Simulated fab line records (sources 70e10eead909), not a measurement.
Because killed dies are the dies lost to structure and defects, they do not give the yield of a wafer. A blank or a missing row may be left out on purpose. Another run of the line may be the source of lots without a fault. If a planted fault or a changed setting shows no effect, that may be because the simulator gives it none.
Which of the tools did it?    flow nand-harc    21 wafers from 7 lots sampled at 2 of the route's 1302 steps

== WHAT THE GAUGES READ, wafer by wafer ==
NHARC_A_ONON_D1_THK_MEAS_05: measures by ellipsometry.
lot   measured      on             thk-nm (nm)
L812  day 8 08:14   film-metro-02  996 996 995
L813  day 8 23:39   film-metro-01  1000 1000 1002
L819  day 11 16:03  film-metro-02  990 991 991
L822  day 12 15:59  film-metro-01  998 997 999
L823  day 13 02:39  film-metro-01  1009 1010 1011
L825  day 14 08:36  film-metro-02  1003 1003 1003
L830  day 15 23:08  film-metro-01  1503 1501 1501

== WHICH TOOL RAN EACH LOT (tool, then ch and the chambers of the sampled wafers, then the start) ==
lot   NHARC_A_ONON_D1_DEP_03
L812  pecvd-onon-02 ch 0, day 8 07:43
L813  pecvd-onon-01 ch 0, day 8 23:16
L819  pecvd-onon-01 ch 0, day 11 15:35
L822  pecvd-onon-02 ch 0, day 12 15:33
L823  pecvd-onon-03 ch 0, day 13 02:15
L825  pecvd-onon-03 ch 0, day 14 08:05
L830  pecvd-onon-03 ch 0, day 15 22:38
- NHARC_A_ONON_D1_DEP_03: target thk 1000 nm.

== THE ANSWER, worked out from the rows above alone ==
Rule: what is usual is taken from the lots themselves. Put in order of their means at a reading, lots are off if they are a third of the lots or fewer, leave a main group of 4 or more, and stand apart from it by a gap of 3 or more times the standard deviation of the main group's means; of several such gaps the widest counts. A main group whose means are all the same, to the digits that the tables above print for the reading, isn't used. A lot without any number at a reading at which 4 lots or more have one is off too. The other lots that the step has rows for count as sound.
Off: L830 (NHARC_A_ONON_D1_THK_MEAS_05, thk-nm). Main group: mean 1000 nm, sd 6.
If a tool, at a process step before that reading, ran all the lots that are off and no sound lot after the first of them, it fits. Those tools and the gauges at NHARC_A_ONON_D1_THK_MEAS_05 are tried in the same way. 2 tools fit, pecvd-onon-03 at NHARC_A_ONON_D1_DEP_03 and film-metro-01 at NHARC_A_ONON_D1_THK_MEAS_05, so this cannot tell which one it is.

== WHAT THE SIMULATOR HAD INSERTED ==
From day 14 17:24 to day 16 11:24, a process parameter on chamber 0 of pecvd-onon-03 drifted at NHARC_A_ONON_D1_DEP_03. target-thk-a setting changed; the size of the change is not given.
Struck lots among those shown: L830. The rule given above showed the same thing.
